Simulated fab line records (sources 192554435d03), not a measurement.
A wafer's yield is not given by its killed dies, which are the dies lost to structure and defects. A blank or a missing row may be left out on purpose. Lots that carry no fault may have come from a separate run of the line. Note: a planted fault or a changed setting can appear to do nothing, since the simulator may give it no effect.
Matching of chambers	flow n5-finfet	4 sister chambers for N5_BEOL_M9_STRIP_67 on rie-diel-02
The step strips in CF4. 14 wafers are shown with their chamber, then 7 later ones without.

## WAFERS PAIRED WITH THEIR CHAMBERS
wafer	chamber	drypump-motor-current-A (A)	showerhead-plenum-p-Torr (Torr)	oes-product-au (a.u.)
L078.1	1	5.8	1.85	0.71
L078.2	3	5.4	1.90	0.86
L078.6	0	6.0	1.79	0.74
L081.2	2	5.6	1.78	0.95
L081.3	3	5.4	1.90	0.86
L081.5	2	5.6	1.78	0.95
L085.1	2	5.7	1.78	0.93
L085.2	3	5.4	1.89	0.85
L085.3	0	6.0	1.79	0.72
L085.4	1	5.8	1.85	0.71
L085.5	2	5.7	1.78	0.93
L085.6	3	5.4	1.89	0.84
L090.1	1	5.8	1.84	0.70
L090.2	0	6.0	1.78	0.72

SIGNATURES (means of the wafers above)
reading	chamber 0	chamber 1	chamber 2	chamber 3	scatter within a chamber
drypump-motor-current-A	6.000	5.800	5.650	5.400	0.0316
showerhead-plenum-p-Torr	1.7867	1.8467	1.7800	1.8950	0.00483
oes-product-au	0.7267	0.7067	0.9400	0.8525	0.01
Rule: a wafer's distance from a chamber is the root of the sum, over the readings, of the square of ((its reading less the chamber's mean) divided by the reading's scatter). The wafer belongs to the nearest chamber; if the next one is less than 2 further off, it can't be placed. How the scatter is found: for the shown wafers, subtract from each reading the mean of its chamber, square and add these, divide the total by (wafers less chambers), then take the root.

## WAFERS WITH NO CHAMBER GIVEN
wafer	drypump-motor-current-A (A)	showerhead-plenum-p-Torr (Torr)	oes-product-au (a.u.)
L090.3	5.4	1.89	0.82
L090.4	5.7	1.77	0.90
L090.5	5.4	1.89	0.83
L090.6	6.0	1.78	0.71
L096.4	5.9	1.84	0.69
L096.5	5.4	1.88	0.81
L096.6	6.0	1.78	0.71

## WHICH CHAMBER EACH ONE RAN IN
wafer	from the rows above	in truth
L090.3	3	3
L090.4	2	2
L090.5	3	3
L090.6	0	0
L096.4	1	1
L096.5	3	3
L096.6	0	0
Correctly placed: 7 of 7. From these rows, 0 cannot be placed. Placed wrongly: 0.
